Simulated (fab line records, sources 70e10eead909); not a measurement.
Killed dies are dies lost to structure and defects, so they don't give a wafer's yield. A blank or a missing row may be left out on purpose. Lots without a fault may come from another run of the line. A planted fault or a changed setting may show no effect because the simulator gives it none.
A struck lot beside a sound one | flow nand_harc | 24 steps out of a route of 1302
Sound: wafers L687.1, L687.5, L687.6. Struck: wafers L695.2, L695.6. (L695.5 of the same lot was not struck and is left out.) The cause comes at the end.
At each step with rows: each side's tool, then ch and its chambers, then its first start. Under that, the readings that differ: sound wafers | struck wafers | difference of the means | sigmas: that difference in standard deviations of wafers without a fault.
alike: readings whose means differ by less than 2 such deviations, and words and numbers that are the same on both sides. not compared: withheld readings, readings that some wafer has no value for, bounds like >300 that may hide the same value, and numbers for which the record gives no deviation and whose values overlap.
The two part at a step that has a row with sigmas, a row that says differs or no value, or rows on one side only. Numbers that don't overlap but have no deviation are shown without sigmas and don't part them. A reading that every wafer of one side lacks parts them only if that side has two wafers or more.

NHARC_P_M0_INSPECT_27:
  sound on defect_inspect-01, day 7 21:53; struck on defect_inspect-01, day 11 08:08
  alike: raw_defect_count
NHARC_P_M0_PRE_CLEAN_31: time 12 s.
  sound on pecvd-01 ch 1,2, day 7 22:10; struck on pecvd-03 ch 1, day 11 08:11
  alike: heater_power_w, rf_fwd_power_W, susceptor_temp_C
NHARC_P_M0_DEP_32: deposits SiCN, target thk 30 nm.
  sound on pecvd-01 ch 1,2, day 7 22:18; struck on pecvd-03 ch 1, day 11 08:16
  reading            | sound             | struck      | difference | sigmas
  rf_fwd_power_W (W) | 448.3 449.3 447.6 | 452.3 452.1 | +3.8       | +3
  alike: heater_power_w, susceptor_temp_C
then, 8 steps without rows for these wafers: NHARC_P_M1_DEP_00 (deposits SiOC, target thk 182.5 nm); NHARC_P_M1_DEHYDRATE_01 (time 120 s); NHARC_P_M1_HMDS_02 (time 30 s); NHARC_P_M1_COAT_34 (time 65 s); NHARC_P_M1_COAT_03 (resist thk 90 nm); NHARC_P_M1_SOFTBAKE_04 (time 55 s); NHARC_P_M1_EBR_05; NHARC_P_M1_EXPOSE_06 (exposes mask P M1, target cd 130 nm).
NHARC_P_M1_PEB_07: peb time 65 s.
  sound on litho_track-04 ch 0, day 7 23:16; struck on litho_track-04 ch 0, day 11 09:35
  alike: chill_plate_temp_C
then, 1 step without rows for these wafers: NHARC_P_M1_DEVELOP_08 (develop time 35 s).
NHARC_P_M1_CD_MEAS_09: target cd 130 nm.
  sound on cd_sem-02 ch 0, day 7 23:20; struck on cd_sem-02 ch 0, day 11 09:40
  reading    | sound             | struck      | difference | sigmas
  cd_nm (nm) | 130.4 130.6 130.6 | 132.5 133.4 | +2.4       | +4
NHARC_P_M1_OVL_MEAS_10: pitch 260 nm.
  sound on overlay-02, day 7 23:25; struck on overlay-01, day 11 09:45
  alike: overlay_x_nm, overlay_y_nm
NHARC_P_M1_INSPECT_11:
  sound on defect_inspect-02, day 7 23:28; struck on defect_inspect-02, day 11 09:47
  alike: raw_defect_count
NHARC_P_M1_DESCUM_14: chemistry O2, time 3 s.
  sound on rie_diel-02 ch 0,1, day 7 23:32; struck on rie_diel-01 ch 3, day 11 09:51
  reading                         | sound             | struck      | difference | sigmas
  rf_vpp_V (V)                    | 56.9 57.8 56.7    | 58.8 59.7   | +2.1       | +2
  showerhead_plenum_p_Torr (Torr) | 1.80 1.86 1.80    | 2.03 2.03   | +0.21      | +3
  model.P_M1.cd_nm (nm)           | 130.5 130.6 130.7 | 132.9 132.8 | +2.3       |
  alike: chamber_pressure_mTorr, drypump_motor_current_A, oes_product_au, throttle_valve_pct
  not compared: rf_hours_counter_h
NHARC_P_M1_ETCH_35: etches the open film in N2/H2, target depth 40 nm, overetch 12 nm, time 43.94 s.
  sound on rie_diel-02 ch 1,2, day 7 23:37; struck on rie_diel-01 ch 2,3, day 11 09:56
  alike: chamber_pressure_mTorr, drypump_motor_current_A, oes_product_au, rf_fwd_power_W, rf_vpp_V, showerhead_plenum_p_Torr, throttle_valve_pct
  not compared: rf_hours_counter_h
NHARC_P_M1_ETCH_15: etches the open film in C4F8/Ar, target depth 182.5 nm, time 91.2 s.
  sound on rie_diel-02 ch 1,2; struck on rie_diel-01 ch 2
  alike: chamber_pressure_mTorr, oes_product_au, rf_fwd_power_W, rf_vpp_V
  not compared: rf_hours_counter_h
NHARC_P_M1_CD_MEAS_16:
  sound on cd_sem-01, day 7 23:50; struck on cd_sem-01, day 11 10:09
  reading    | sound             | struck      | difference | sigmas
  cd_nm (nm) | 130.2 130.1 130.0 | 132.8 132.9 | +2.8       | +3
NHARC_P_M1_STRIP_18: strips in N2/H2.
  sound on rie_diel-01 ch 1,2,3, day 7 23:58; struck on rie_diel-07 ch 0,2, day 11 10:18
  reading                | sound                | struck        | difference | sigmas
  throttle_valve_pct (%) | 14.183 14.186 14.199 | 14.172 14.157 | -0.025     | -3
  alike: chamber_pressure_mTorr, drypump_motor_current_A, oes_product_au, rf_fwd_power_W, rf_vpp_V, showerhead_plenum_p_Torr
  not compared: rf_hours_counter_h
NHARC_P_M1_ETCH_28: etches the open film in CF4/N2, target depth 30 nm, time 72.99 s.
  sound on rie_diel-01 ch 1,2; struck on rie_diel-07 ch 0,2
  reading               | sound             | struck      | difference | sigmas
  model.P_M1.cd_nm (nm) | 130.2 131.2 130.6 | 132.3 133.1 | +2.0       |
  alike: chamber_pressure_mTorr, drypump_motor_current_A, oes_product_au, rf_fwd_power_W, rf_vpp_V, showerhead_plenum_p_Torr, throttle_valve_pct
  not compared: rf_hours_counter_h
then, 1 step without rows for these wafers: NHARC_P_M1_STRIP_19 (strips in post etch residue remover, time 600 s).
NHARC_END_SORT_01:
  the record has rows for the sound wafers here (prober-01 ch 0, day 26 11:04) and none for the struck ones

WHERE THEY PART
First at NHARC_P_M0_DEP_32; last, within this record, at NHARC_END_SORT_01.

WHY: what the simulator had put in
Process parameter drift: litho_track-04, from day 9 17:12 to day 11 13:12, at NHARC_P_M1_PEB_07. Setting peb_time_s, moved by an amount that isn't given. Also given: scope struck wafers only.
